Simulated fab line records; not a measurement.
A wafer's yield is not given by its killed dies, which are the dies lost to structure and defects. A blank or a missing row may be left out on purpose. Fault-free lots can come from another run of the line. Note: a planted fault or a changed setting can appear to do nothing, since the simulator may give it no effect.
Struck lot and sound lot, side by side | flow nand harc | 15 steps out of a route of 1302
Sound: wafers L198.2, L198.3, L198.4. Struck: wafer L212.4 (left out: L212.2, L212.5 of the same lot, which were not struck); the cause appears at the end.
For every step that has rows: the tool of each side, followed by ch and its chambers, followed by its first start. Under that, the readings that differ: sound wafers | struck wafers | difference of the means | sigmas: that difference in standard deviations of wafers without a fault.
alike: words and numbers the same on both sides, and readings whose means are apart by under 2 such deviations; not compared: readings that were withheld, readings missing a value for some wafer, numbers with overlapping values and no deviation given by the record, and bounds like >300 which may hide the same value.
A row with sigmas, a row that says differs or no value, or rows on one side alone: a step with any of these is where the two part. Numbers that don't overlap but have no deviation are shown without sigmas and don't part them. A reading missing from all wafers of one side parts the sides only when that side holds two or more wafers.

first, 1 step without rows for these wafers: NHARC_A_CHANNEL_HOLE_D2_XSEM_32.
NHARC_A_CHANNEL_HOLE_D2_INSPECT_40:
  struck on defect inspect-01, day 19 16:13; sound on defect inspect-02, day 13 16:38
  alike: raw defect count
then, 4 steps without rows for these wafers: NHARC_A_CHANNEL_FILL_D2_PRECLEAN_00 (cleans in SC1); NHARC_A_CHANNEL_FILL_D2_SRD_01; NHARC_A_CHANNEL_FILL_D2_ALD_02 (deposits SiO2, target thk 6 nm, pulse time 10 s, ald cycles 60); NHARC_A_CHANNEL_FILL_D2_ALD_03 (deposits SiNx, target thk 6 nm, pulse time 60 s, ald cycles 58).
NHARC_A_CHANNEL_FILL_D2_ALD_14: deposits SiO2, target thk 2.5 nm, pulse time 10 s, ald cycles 25.
  sound on ald hk-01 ch 1,2,3, day 13 23:50; struck on ald hk-03 ch 2, day 19 23:45
  reading                  | sound       | struck | difference | sigmas
  heater power outer w (W) | 254 324 275 | 208    | -76        | -3
  alike: heater power w, precursor pulse height rel
NHARC_A_CHANNEL_FILL_D2_ALD_15: deposits SiNx, target thk 2 nm, pulse time 60 s, ald cycles 19.
  sound: ald sin batch-03 ch 0; struck: ald sin batch-01 ch 0
  reading                      | sound             | struck | difference | sigmas
  chamber pressure Torr (Torr) | 1.990 1.994 1.997 | 2.005  | +0.011     | +2
  alike: precursor pulse height rel
NHARC_A_CHANNEL_FILL_D2_ALD_16: deposits SiO2, target thk 1.5 nm, pulse time 10 s, ald cycles 15.
  sound on ald hk-04 ch 0,1,3, day 14 05:03; struck on ald hk-01 ch 1, day 20 04:52
  alike: heater power outer w, heater power w, precursor pulse height rel
then, 2 steps without rows for these wafers: NHARC_A_CHANNEL_FILL_D2_ANNEAL_17 (time 1800 s); NHARC_A_CHANNEL_FILL_D2_CVD_18 (deposits poly-Si, target thk 3 nm).
NHARC_A_CHANNEL_FILL_D2_ETCHBACK_19: etches the open film in HBr/Cl2, target depth 5 nm, time 1.7 s.
  sound on rie si-04 ch 0,2,3, day 14 17:01; struck on rie si-04 ch 2, day 20 16:12
  reading                | sound       | struck | difference | sigmas
  rf hours counter h (h) | 0.9 0.7 0.9 | 0.6    | -0.2       |
  alike: drypump motor current A, he backside leak sccm, oes product au, throttle valve pct
NHARC_A_CHANNEL_FILL_D2_ETCHBACK_20: etches the open film in C4F8/O2/Ar, target depth 27 nm, time 13.5 s.
  sound on rie diel-07 ch 0,1,2, day 14 17:09; struck on rie diel-11 ch 1, day 20 16:24
  reading          | sound          | struck | difference | sigmas
  rf vpp V (V)     | 983 986 979    | 972    | -11        | -2
  run length s (s) | 34.7 34.9 34.8 | 29.9   | -4.9       | -12
  alike: oes product au
  not compared: rf hours counter h
NHARC_A_CHANNEL_FILL_D2_STRIP_28: strips in O2, time 20 s.
  sound on rie diel-07 ch 0,1,3, day 14 17:14; struck on rie diel-11 ch 0, day 20 16:29
  reading                | sound       | struck | difference | sigmas
  rf hours counter h (h) | 0.4 0.5 0.4 | 0.2    | -0.2       |
  alike: drypump motor current A, oes product au, rf vpp V, showerhead plenum p Torr, throttle valve pct
-- the record jumps here: 10 days lie between the struck wafers' starts before and after (it left off in module A_CHANNEL_FILL_D2 and takes up again in module END, whose first step shown is number 1302 of the route) --
NHARC_END_SORT_01:
  sound on prober-02 ch 0, day 25 02:05; struck on prober-02 ch 0, day 30 11:51
  reading         | sound    | struck | difference | sigmas
  killed at array | 23 23 25 | 207    | +183       | +9
  killed dies     | 31 28 32 | 208    | +178       | +8
  alike: killed at other, killed at periphery, killed open, killed short

== WHERE THEY PART ==
Earliest at NHARC_A_CHANNEL_FILL_D2_ALD_14; latest, in this record, at NHARC_END_SORT_01.

WHY: the cause the simulator had injected
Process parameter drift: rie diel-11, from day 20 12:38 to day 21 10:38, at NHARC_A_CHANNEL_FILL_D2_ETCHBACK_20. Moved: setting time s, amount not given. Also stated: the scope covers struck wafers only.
